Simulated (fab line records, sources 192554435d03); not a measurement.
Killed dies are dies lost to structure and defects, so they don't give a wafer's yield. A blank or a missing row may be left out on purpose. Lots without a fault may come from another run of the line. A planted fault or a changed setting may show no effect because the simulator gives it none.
Chamber matching | flow n5_finfet | N5_BEOL_M9_CMP_52 on cmp-04: 4 sister chambers
The step polishes, stops on SiCOH lowk, t overpolish 7 s, target thk 140 nm. 8 wafers are shown with their chamber, then 10 later ones without.

WAFERS WITH THEIR CHAMBER
wafer  | chamber | motor_current_A (A) | time_to_endpoint_s (s)
L081.2 | 1       | 7.2                 | 67.1
L083.3 | 1       | 6.8                 | 67.0
L086.6 | 2       | 5.9                 | 66.7
L090.3 | 0       | 6.1                 | 68.0
L090.5 | 2       | 5.9                 | 68.5
L090.6 | 3       | 6.6                 | 69.2
L091.1 | 0       | 5.6                 | 66.7
L091.2 | 3       | 6.7                 | 67.3

WAFERS WITHOUT THEIR CHAMBER
wafer  | motor_current_A (A) | time_to_endpoint_s (s)
L091.3 | 6.9                 | 67.2
L092.1 | 5.9                 | 64.8
L092.2 | 6.0                 | 67.4
L092.5 | 5.9                 | 66.6
L093.1 | 5.9                 | 66.1
L093.4 | 7.2                 | 69.4
L093.5 | 7.3                 | 66.8
L082.1 | 7.0                 | 65.5
L082.3 | 6.7                 | 66.1
L082.6 | 5.6                 | 65.0

WHICH CHAMBER EACH WENT THROUGH
wafer  | from the rows above     | in truth
L091.3 | can't be placed: 1 or 3 | 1
L092.1 | can't be placed: 0 or 2 | 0
L092.2 | can't be placed: 2 or 0 | 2
L092.5 | can't be placed: 0 or 2 | 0
L093.1 | can't be placed: 0 or 2 | 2
L093.4 | can't be placed: 1 or 3 | 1
L093.5 | can't be placed: 1 or 3 | 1
L082.1 | can't be placed: 1 or 3 | 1
L082.3 | can't be placed: 1 or 3 | 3
L082.6 | can't be placed: 0 or 2 | 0
Placed correctly: 0 of 10. Can't be placed from these rows: 10 (the true chamber is among the candidates in 10). Placed wrongly: 0.
How it was worked out, from the rows above alone: a wafer's distance from a chamber is the root of the sum, over the readings, of the square of ((its reading less the chamber's mean) divided by the reading's scatter). The wafer belongs to the nearest chamber; if the next one is less than 2 further off, it can't be placed. A chamber's mean is the mean of its shown wafers. The scatter: the root of (the sum of the squares of (reading less its chamber's mean) over the shown wafers, divided by (wafers less chambers)).
